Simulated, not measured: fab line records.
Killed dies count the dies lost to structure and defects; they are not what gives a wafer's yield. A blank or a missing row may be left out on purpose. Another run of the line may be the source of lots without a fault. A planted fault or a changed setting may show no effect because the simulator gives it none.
Lot-split experiment | flow n5-finfet | 21 wafers read from 7 lots, route of 1938 steps

## THE SPLIT
At N5_PMOS_HMC_CHANNEL_EPI_HM_DEP_34 (deposits SiO2 from TEOS/O2, target thk 36 nm, time 6.9 s), the setting time-s was moved away from the recipe's 6.9 s on 7 of the 21 wafers read, by -13.0% to +9.5%. The other wafers ran this setting at the recipe's value.

The reading is taken at the split's own step.

## THE READING
SiO2_of_PMOS_HMC_CHANNEL_EPI_HM_DEP_34.thk-nm (the simulator's own value, which no gauge read), in nm, at N5_PMOS_HMC_CHANNEL_EPI_HM_DEP_34 (deposits SiO2 from TEOS/O2, target thk 36 nm, time 6.9 s). The file gives no usual value for it. Here, 14 wafers ran the recipe; their average is 36.02 nm with a standard deviation of 0.63 nm.

wafer  | tool, chamber at the split | time-s as run, s | against the recipe | SiO2_of_PMOS_HMC_CHANNEL_EPI_HM_DEP_34.thk-nm, nm | against lot-mates on the recipe
L074.3 | pecvd-01, 1                | 6.9              | recipe             | 35.99                                             | -
L074.5 | pecvd-01, 2                | 6.006            | -13.0%             | 31.33                                             | -5.00
L074.6 | pecvd-01, 0                | 6.9              | recipe             | 36.66                                             | -
L076.1 | pecvd-03, 0                | 7.494            | +8.6%              | 38.81                                             | +2.59
L076.2 | pecvd-03, 1                | 7.494            | +8.6%              | 38.61                                             | +2.39
L076.5 | pecvd-03, 0                | 6.9              | recipe             | 36.22                                             | -
L081.1 | pecvd-03, 2                | 7.554            | +9.5%              | 39.75                                             | +3.62
L081.2 | pecvd-03, 0                | 6.9              | recipe             | 36.13                                             | -
L081.6 | pecvd-03, 1                | 7.554            | +9.5%              | 39.9                                              | +3.77
L083.1 | pecvd-03, 0                | 6.9              | recipe             | 35.24                                             | -
L083.3 | pecvd-03, 2                | 6.9              | recipe             | 35.86                                             | -
L083.4 | pecvd-03, 1                | 6.9              | recipe             | 35.76                                             | -
L086.2 | pecvd-04, 0                | 6.9              | recipe             | 34.96                                             | -
L086.5 | pecvd-04, 0                | 6.169            | -10.6%             | 32.57                                             | -2.54
L086.6 | pecvd-04, 2                | 6.9              | recipe             | 35.25                                             | -
L087.3 | pecvd-01, 2                | 6.9              | recipe             | 35.84                                             | -
L087.4 | pecvd-01, 0                | 6.9              | recipe             | 37.01                                             | -
L087.5 | pecvd-01, 1                | 6.9              | recipe             | 37.22                                             | -
L092.1 | pecvd-03, 1                | 6.9              | recipe             | 35.79                                             | -
L092.5 | pecvd-03, 2                | 6.348            | -8.0%              | 34.08                                             | -1.98
L092.6 | pecvd-03, 1                | 6.9              | recipe             | 36.34                                             | -

FIT RESULTS
A straight line over all 21 wafers: SiO2_of_PMOS_HMC_CHANNEL_EPI_HM_DEP_34.thk-nm changes by +0.344 nm for each +1% of time-s; r = +0.96; the points scatter about the line by 0.6 nm.
The same after taking each lot's own level away (the mean of its wafers on the recipe; 21 wafers): +0.327 nm for each +1%; r = +0.97; scatter 0.48 nm.
Per that fit: largest time-s move, reading shift of 4.2 nm.
From 35.105 to 36.690 nm: that is the span of the lots' own levels, equal to 2.5 times the standard deviation above.
So the lot-to-lot level changes the slope little: the two slopes agree.
Check: with one of the wafers moved furthest among these (-13.0%) left out of the fit, the line predicts -3.82 nm for it against its lot-mates. Against them it came out at -5 nm.

## THE FILE'S OWN FIT
SiO2_of_PMOS_HMC_CHANNEL_EPI_HM_DEP_34.thk-nm changes by +0.323 nm for each +1% of time-s, r = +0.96.
